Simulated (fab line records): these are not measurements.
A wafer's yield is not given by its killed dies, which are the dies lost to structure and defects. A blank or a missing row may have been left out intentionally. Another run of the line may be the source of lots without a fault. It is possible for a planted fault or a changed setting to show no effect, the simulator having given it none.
Which tool is to blame?	flow n5_finfet	24 lots, 72 wafers sampled, at 6 steps of a route of 1938

WHAT EACH GAUGE READ, for each wafer
N5_BEOL_M8_CD_MEAS_28: target cd 40 nm. Usual: 40.04 nm for cd_nm, sd 0.25.
lot	measured	on	cd_nm (nm)	flag
L074	day 9 08:00	cd_sem-02	39.88 39.71 40.23	
L075	day 9 12:32	cd_sem-03	40.18 39.73 40.20	
L076	day 9 16:06	cd_sem-01	39.82 39.91 39.63	
L077	day 9 22:25	cd_sem-02	39.96 39.98 39.86	
L078	day 10 07:53	cd_sem-02	40.19 40.39 39.95	
L080	day 10 18:47	cd_sem-02	39.74 40.13 40.01	
L079	day 10 20:50	cd_sem-01	40.21 39.80 39.85	
L081	day 11 08:27	cd_sem-01	40.14 39.86 39.92	
L082	day 11 07:38	cd_sem-01	40.06 40.17 39.88	
L084	day 11 16:23	cd_sem-01	39.82 40.33 40.36	
L083	day 11 20:39	cd_sem-02	40.01 39.89 39.69	
L085	day 12 01:50	cd_sem-01	40.26 40.19 40.06	
L086	day 12 11:17	cd_sem-03	40.44 39.76 39.91	
L087	day 12 23:32	cd_sem-02	40.22 40.12 40.10	
L088	day 13 02:10	cd_sem-02	40.19 40.24 39.92	
L090	day 13 02:21	cd_sem-01	40.21 40.09 40.18	
L092	day 13 10:46	cd_sem-01	40.62 40.26 40.26	
L089	day 13 10:43	cd_sem-01	39.91 39.85 40.23	
L091	day 13 10:49	cd_sem-02	40.12 39.36 39.98	
L094	day 14 11:36	cd_sem-02	40.21 39.96 40.41	
L093	day 14 11:46	cd_sem-01	40.10 40.19 40.71	
L096	day 15 08:46	cd_sem-01	39.70 39.91 39.93	
L095	day 15 12:58	cd_sem-01	40.24 40.07 40.16	
L097	day 15 16:34	cd_sem-03	39.95 39.42 39.99	

WHICH TOOL RAN EACH LOT (tool, then ch and the chambers of the sampled wafers, then the start)
lot	N5_BEOL_M7_STRIP_80	N5_BEOL_M7_ALD_77	N5_BEOL_M7_SPUTTER_48	N5_BEOL_M7_DEP_56	N5_BEOL_M8_HM_OPEN_17
L074	rie_diel-05 ch 0,2,3, day 9 03:17 or earlier	ald_metal-01 ch 1,2,3, day 9 03:17	pvd_sputter-01, day 9 03:55	pecvd-04 ch 0,2, day 9 04:47	rie_metal-02 ch 0,1, day 9 06:58
L075	rie_diel-01 ch 1,2,3, day 9 05:42 or earlier	ald_metal-01 ch 1,2,3, day 9 05:42	pvd_sputter-03, day 9 06:13	pecvd-03 ch 0,1,2, day 9 07:12	rie_metal-02 ch 0,1, day 9 09:59
L076	rie_diel-01 ch 2,3, day 9 09:49 or earlier	ald_metal-02 ch 0,1,2, day 9 09:49	pvd_sputter-02, day 9 10:38	pecvd-02 ch 1,2, day 9 11:47	rie_metal-01 ch 0,1, day 9 15:28
L077	rie_diel-02 ch 0,1, day 9 16:47 or earlier	ald_metal-02 ch 0,1,3, day 9 16:47	pvd_sputter-03, day 9 17:25	pecvd-03 ch 0,1, day 9 18:19	rie_metal-03 ch 0,1, day 9 21:49
L078	rie_diel-05 ch 0,2,3, day 10 01:43 or earlier	ald_metal-02 ch 0,2,3, day 10 01:43	pvd_sputter-02, day 10 02:10	pecvd-04 ch 0,1,2, day 10 03:04	rie_metal-01 ch 0,1, day 10 06:35
L080	rie_diel-02 ch 0,1,2, day 10 11:52 or earlier	ald_metal-01 ch 1,2,3, day 10 11:52	pvd_sputter-01, day 10 12:32	pecvd-03 ch 0,1, day 10 13:25	rie_metal-03 ch 0,1, day 10 17:10
L079	rie_diel-01 ch 0,2, day 10 16:24 or earlier	ald_metal-04 ch 1,2, day 10 16:24	pvd_sputter-02, day 10 16:56	pecvd-03 ch 0,1, day 10 17:49	rie_metal-03 ch 0,1, day 10 20:20
L081	rie_diel-01 ch 0,2, day 10 22:24 or earlier	ald_metal-04 ch 1,3, day 10 22:24	pvd_sputter-01, day 10 23:02	pecvd-04 ch 1,2, day 10 23:55	rie_metal-02 ch 0,1, day 11 02:19
L082	rie_diel-01 ch 0,2,3, day 11 01:40 or earlier	ald_metal-02 ch 2,3, day 11 01:40	pvd_sputter-01, day 11 03:55	pecvd-02 ch 0,1,2, day 11 04:53	rie_metal-01 ch 0,1, day 11 06:52
L084	rie_diel-01 ch 0,2,3, day 11 09:31 or earlier	ald_metal-04 ch 0,1,2, day 11 09:31	pvd_sputter-02, day 11 10:01	pecvd-04 ch 0,2, day 11 10:57	rie_metal-02 ch 1, day 11 14:53
L083	rie_diel-02 ch 0,2,3, day 11 14:41 or earlier	ald_metal-02 ch 1,3, day 11 14:41	pvd_sputter-03, day 11 15:17	pecvd-03 ch 0,1, day 11 16:18	rie_metal-01 ch 0,1, day 11 18:30
L085	rie_diel-01 ch 2,3, day 11 17:58 or earlier	ald_metal-01 ch 0,1,3, day 11 17:58	pvd_sputter-02, day 11 18:36	pecvd-04 ch 0,1, day 11 19:41	rie_metal-03 ch 0,1, day 11 22:38
L086	rie_diel-01 ch 1,3, day 12 04:11 or earlier	ald_metal-04 ch 1,2,3, day 12 04:11	pvd_sputter-03, day 12 05:37	pecvd-02 ch 0,1,2, day 12 06:34	rie_metal-02 ch 0,1, day 12 08:34
L087	rie_diel-05 ch 0,1,2, day 12 18:58 or earlier	ald_metal-01 ch 0,2,3, day 12 18:58	pvd_sputter-02, day 12 19:56	pecvd-03 ch 0,1, day 12 20:59	rie_metal-02 ch 0,1, day 12 22:54
L088	rie_diel-02 ch 1,2, day 12 19:34 or earlier	ald_metal-02 ch 0,2, day 12 19:34	pvd_sputter-02, day 12 20:50	pecvd-03 ch 0,1,2, day 12 21:54	rie_metal-01 ch 0, day 13 00:52
L090	rie_diel-02 ch 0,2,3, day 12 21:29 or earlier	ald_metal-01 ch 0,3, day 12 21:29	pvd_sputter-03, day 12 22:08	pecvd-04 ch 1,2, day 12 23:00	rie_metal-01 ch 0,1, day 13 01:08
L092	rie_diel-01 ch 0,1,3, day 13 00:49 or earlier	ald_metal-02 ch 0,1,3, day 13 00:49	pvd_sputter-01, day 13 02:38	pecvd-02 ch 0,1,2, day 13 03:30	rie_metal-01 ch 0,1, day 13 08:32
L089	rie_diel-05 ch 0,1, day 13 02:55 or earlier	ald_metal-04 ch 0,1,2, day 13 02:55	pvd_sputter-01, day 13 03:34	pecvd-02 ch 1,2, day 13 04:25	rie_metal-01 ch 0,1, day 13 08:48
L091	rie_diel-01 ch 1,2,3, day 13 03:19 or earlier	ald_metal-01 ch 0,1, day 13 03:19	pvd_sputter-03, day 13 04:05	pecvd-02 ch 0,1,2, day 13 05:06	rie_metal-01 ch 0,1, day 13 08:59
L094	rie_diel-05 ch 1,2,3, day 14 01:15 or earlier	ald_metal-04 ch 0,2, day 14 01:15	pvd_sputter-02, day 14 01:50	pecvd-04 ch 0,1,2, day 14 03:10	rie_metal-03 ch 0,1, day 14 09:55
L093	rie_diel-01 ch 2,3, day 14 04:00 or earlier	ald_metal-02 ch 0,2,3, day 14 04:00	pvd_sputter-01, day 14 04:31	pecvd-03 ch 0,1, day 14 05:23	rie_metal-01 ch 0,1, day 14 10:50
L096	rie_diel-01 ch 1,2,3, day 15 00:51 or earlier	ald_metal-04 ch 1,2,3, day 15 00:51	pvd_sputter-01, day 15 01:29	pecvd-03 ch 0,1,2, day 15 02:21	rie_metal-03 ch 0,1, day 15 06:58
L095	rie_diel-01 ch 0,1,2, day 15 06:07 or earlier	ald_metal-01 ch 0,2,3, day 15 06:07	pvd_sputter-03, day 15 06:39	pecvd-02 ch 1,2, day 15 07:39	rie_metal-02 ch 0,1, day 15 10:50
L097	rie_diel-01 ch 0,1,3, day 15 10:49 or earlier	ald_metal-04 ch 0,1,3, day 15 10:49	pvd_sputter-02, day 15 12:59	pecvd-03 ch 0,1,2, day 15 13:51	rie_metal-02 ch 0,1, day 15 15:54
- N5_BEOL_M7_STRIP_80: strips in N2/H2, time 10 s.
- N5_BEOL_M7_ALD_77: deposits TaN, target thk 2 nm, pulse time 2 s, purge time 3 s.
- N5_BEOL_M7_SPUTTER_48: material Cu, target thk 10 nm, time 1.667 s.
- N5_BEOL_M7_DEP_56: deposits SiCN from 3MS/NH3, target thk 10 nm, time 17.5 s.
- N5_BEOL_M8_HM_OPEN_17: chemistry Cl2/BCl3, target TiN, target depth 20 nm, overetch 6 nm.

WHAT THE TOOLS THEMSELVES READ (means of the sampled wafers that have a number; where no wafer has one, the mark that the record gives instead)
N5_BEOL_M7_STRIP_80. Usual: chamber_pressure_mTorr 19.999 mTorr, standard deviation 0.018; drypump_motor_current_A 5.9 A, standard deviation 0.32; oes_product_au 0.81 a.u., standard deviation 0.1; rf_vpp_V 59.2 V, standard deviation 0.84; showerhead_plenum_p_Torr 2.55 Torr, standard deviation 0.06; throttle_valve_pct 23.7 %, standard deviation 0.33.
lot	tool	chamber_pressure_mTorr (mTorr)	drypump_motor_current_A (A)	oes_product_au (a.u.)	rf_vpp_V (V)	showerhead_plenum_p_Torr (Torr)	throttle_valve_pct (%)	flag
L074	rie_diel-05	20.002	5.9	0.79	58.8	2.59	23.7	
L075	rie_diel-01	19.995	5.8	0.71	59.6	2.52	23.8	
L076	rie_diel-01	19.988	5.6	0.71	59.5	2.56	24.0	
L077	rie_diel-02	20.003	5.8	0.78	58.4	2.56	23.8	
L078	rie_diel-05	19.997	5.9	0.79	59.0	2.59	23.7	
L080	rie_diel-02	20.010	6.0	0.81	60.1	2.56	23.8	
L079	rie_diel-01	19.989	6.0	0.87	60.0	2.60	23.4	
L081	rie_diel-01	19.989	6.1	0.87	59.7	2.60	23.4	
L082	rie_diel-01	20.013	5.9	0.80	59.2	2.55	23.7	
L084	rie_diel-01	20.016	5.9	0.80	59.9	2.55	23.7	
L083	rie_diel-02	20.001	5.8	0.80	59.0	2.56	23.6	
L085	rie_diel-01	20.013	5.6	0.71	59.3	2.55	24.0	
L086	rie_diel-01	19.982	5.8	0.84	58.7	2.46	23.8	
L087	rie_diel-05	20.003	5.8	0.82	59.5	2.57	23.5	
L088	rie_diel-02	19.987	6.4	0.77	59.2	2.54	24.0	
L090	rie_diel-02	20.008	5.8	0.79	59.5	2.56	23.6	
L092	rie_diel-01	19.997	6.0	0.86	59.2	2.51	23.5	
L089	rie_diel-05	20.007	6.0	0.83	59.3	2.56	23.3	
L091	rie_diel-01	20.002	5.7	0.78	59.2	2.51	23.8	
L094	rie_diel-05	20.021	5.8	0.84	58.3	2.58	23.4	
L093	rie_diel-01	19.998	5.7	0.83	58.7	2.49	23.9	
L096	rie_diel-01	19.989	5.8	0.87	60.1	2.51	23.7	
L095	rie_diel-01	19.994	5.9	0.92	59.7	2.56	23.4	
L097	rie_diel-01	19.992	6.0	0.84	58.8	2.50	23.5	

N5_BEOL_M7_ALD_77. Usual: heater_power_w 409 W, standard deviation 50; precursor_vessel_pressure_torr 26.25 Torr, standard deviation 0.054; susceptor_temp_C 275.01 C, standard deviation 0.17.
lot	tool	heater_power_w (W)	precursor_vessel_pressure_torr (Torr)	susceptor_temp_C (C)	flag
L074	ald_metal-01	392	26.26	274.87	
L075	ald_metal-01	394	26.22	275.10	
L076	ald_metal-02	423	26.22	274.98	
L077	ald_metal-02	425	26.30	275.01	
L078	ald_metal-02	413	26.24	274.91	
L080	ald_metal-01	393	26.27	275.07	
L079	ald_metal-04	418	26.30	274.99	
L081	ald_metal-04	404	26.25	275.03	
L082	ald_metal-02	402	26.27	274.85	
L084	ald_metal-04	442	26.27	275.04	
L083	ald_metal-02	406	26.25	275.14	
L085	ald_metal-01	364	26.18	275.10	
L086	ald_metal-04	422	26.26	274.92	
L087	ald_metal-01	392	26.21	274.91	
L088	ald_metal-02	438	26.27	275.00	
L090	ald_metal-01	363	26.28	275.13	
L092	ald_metal-02	421	26.19	274.90	
L089	ald_metal-04	443	26.25	275.08	
L091	ald_metal-01	321	26.26	275.09	
L094	ald_metal-04	449	26.30	275.09	
L093	ald_metal-02	417	26.22	274.98	
L096	ald_metal-04	416	26.23	275.00	
L095	ald_metal-01	389	26.23	275.13	
L097	ald_metal-04	425	26.25	275.14	

N5_BEOL_M7_SPUTTER_48. Usual: bias_v 60.1 V, standard deviation 0.6; susceptor_temp_C -20.00 C, standard deviation 0.12; throttle_valve_pct 30.2 %, standard deviation 1.1.
lot	tool	bias_v (V)	susceptor_temp_C (C)	throttle_valve_pct (%)	flag
L074	pvd_sputter-01	59.5	-19.99	30.4	
L075	pvd_sputter-03	60.4	-19.97	30.4	
L076	pvd_sputter-02	60.3	-19.99	30.5	
L077	pvd_sputter-03	60.7	-19.87	30.7	
L078	pvd_sputter-02	59.5	-20.02	30.4	
L080	pvd_sputter-01	60.2	-20.11	30.0	
L079	pvd_sputter-02	60.2	-19.96	30.9	
L081	pvd_sputter-01	59.9	-20.12	30.4	
L082	pvd_sputter-01	60.2	-20.04	30.2	
L084	pvd_sputter-02	60.3	-20.03	29.4	
L083	pvd_sputter-03	60.4	-19.95	30.2	
L085	pvd_sputter-02	59.7	-19.99	30.3	
L086	pvd_sputter-03	60.3	-19.98	30.6	
L087	pvd_sputter-02	60.3	-19.86	31.2	
L088	pvd_sputter-02	60.1	-20.03	32.1	
L090	pvd_sputter-03	59.5	-20.16	29.6	
L092	pvd_sputter-01	60.1	-20.06	30.2	
L089	pvd_sputter-01	60.1	-19.86	30.3	
L091	pvd_sputter-03	60.4	-19.99	29.9	
L094	pvd_sputter-02	60.0	-19.98	30.2	
L093	pvd_sputter-01	59.9	-19.92	30.0	
L096	pvd_sputter-01	60.7	-19.95	30.5	
L095	pvd_sputter-03	60.1	-20.10	29.8	
L097	pvd_sputter-02	59.8	-19.91	30.4	

N5_BEOL_M7_DEP_56. Usual: rf_fwd_power_W 199.1 W, standard deviation 1.1; showerhead_plenum_p_Torr 3.657 Torr, standard deviation 0.01; throttle_valve_pct 9.2 %, standard deviation 0.62.
lot	tool	rf_fwd_power_W (W)	showerhead_plenum_p_Torr (Torr)	throttle_valve_pct (%)	flag
L074	pecvd-04	199.1	3.654	8.9	
L075	pecvd-03	199.5	3.646	9.5	
L076	pecvd-02	198.7	3.660	9.2	
L077	pecvd-03	199.7	3.653	9.9	
L078	pecvd-04	199.2	3.659	8.9	
L080	pecvd-03	198.3	3.645	9.9	
L079	pecvd-03	198.7	3.647	10.0	
L081	pecvd-04	200.9	3.650	8.8	
L082	pecvd-02	198.4	3.667	9.2	
L084	pecvd-04	199.5	3.661	9.0	
L083	pecvd-03	199.1	3.654	10.0	
L085	pecvd-04	200.0	3.661	8.9	
L086	pecvd-02	198.7	3.662	9.0	
L087	pecvd-03	198.6	3.656	9.9	
L088	pecvd-03	199.7	3.652	9.3	
L090	pecvd-04	199.9	3.650	8.9	
L092	pecvd-02	199.0	3.661	9.1	
L089	pecvd-02	199.4	3.668	9.0	
L091	pecvd-02	198.6	3.666	9.2	
L094	pecvd-04	199.6	3.655	8.9	
L093	pecvd-03	198.6	3.651	9.9	
L096	pecvd-03	198.8	3.652	9.3	
L095	pecvd-02	198.7	3.666	9.2	
L097	pecvd-03	199.5	3.652	9.3	

N5_BEOL_M8_HM_OPEN_17. Usual: chamber_pressure_mTorr 9.999 mTorr, standard deviation 0.0093; drypump_motor_current_A 5.7 A, standard deviation 0.59; oes_product_au 0.68 a.u., standard deviation 0.09; rf_fwd_power_W 993 W, standard deviation 3.7; throttle_valve_pct 21.97 %, standard deviation 0.17.
lot	tool	chamber_pressure_mTorr (mTorr)	drypump_motor_current_A (A)	oes_product_au (a.u.)	rf_fwd_power_W (W)	throttle_valve_pct (%)	flag
L074	rie_metal-02	10.003	5.2	0.70	992	21.99	
L075	rie_metal-02	9.998	5.2	0.70	991	21.99	
L076	rie_metal-01	10.007	5.6	0.63	996	21.90	
L077	rie_metal-03	10.003	5.7	0.62	992	22.10	
L078	rie_metal-01	10.001	5.6	0.63	995	21.89	
L080	rie_metal-03	10.000	5.7	0.81	993	21.80	
L079	rie_metal-03	9.989	5.9	0.79	993	22.00	
L081	rie_metal-02	9.993	5.2	0.71	995	21.98	
L082	rie_metal-01	10.004	5.6	0.63	993	21.92	
L084	rie_metal-02	10.010	6.0	0.76	992	21.96	
L083	rie_metal-01	10.007	5.6	0.61	993	21.92	
L085	rie_metal-03	10.004	6.0	0.78	989	22.00	
L086	rie_metal-02	10.004	5.2	0.70	992	21.99	
L087	rie_metal-02	10.008	5.6	0.73	995	21.98	
L088	rie_metal-01	10.000	6.5	0.54	997	22.12	
L090	rie_metal-01	9.997	5.6	0.62	992	21.91	
L092	rie_metal-01	9.996	6.1	0.58	995	22.04	
L089	rie_metal-01	9.992	6.1	0.58	993	22.02	
L091	rie_metal-01	10.013	6.0	0.58	994	22.01	
L094	rie_metal-03	10.003	5.9	0.74	989	22.02	
L093	rie_metal-01	9.996	5.6	0.61	996	21.94	
L096	rie_metal-03	9.994	5.7	0.72	996	21.84	
L095	rie_metal-02	9.994	5.2	0.67	992	22.00	
L097	rie_metal-02	10.004	5.6	0.70	993	22.00	

THE ANSWER, worked out from the rows above alone
Rule: a lot is off if the mean of its wafers that have a number lies more than 3 standard deviations from the usual mean. Also off: a lot with no number at a reading for which 4 or more lots have one. All remaining lots with rows at the step are treated as sound. First the gauges in route order, then the tools' own readings, where a lot's mean is used as printed above. The first step at which some lot is off is used, and at that step the reading that is off furthest; a lot without a number counts as furthest.
Nothing can be told from this: no lot is off at any reading shown.

WHAT HAD BEEN PUT IN BY THE SIMULATOR
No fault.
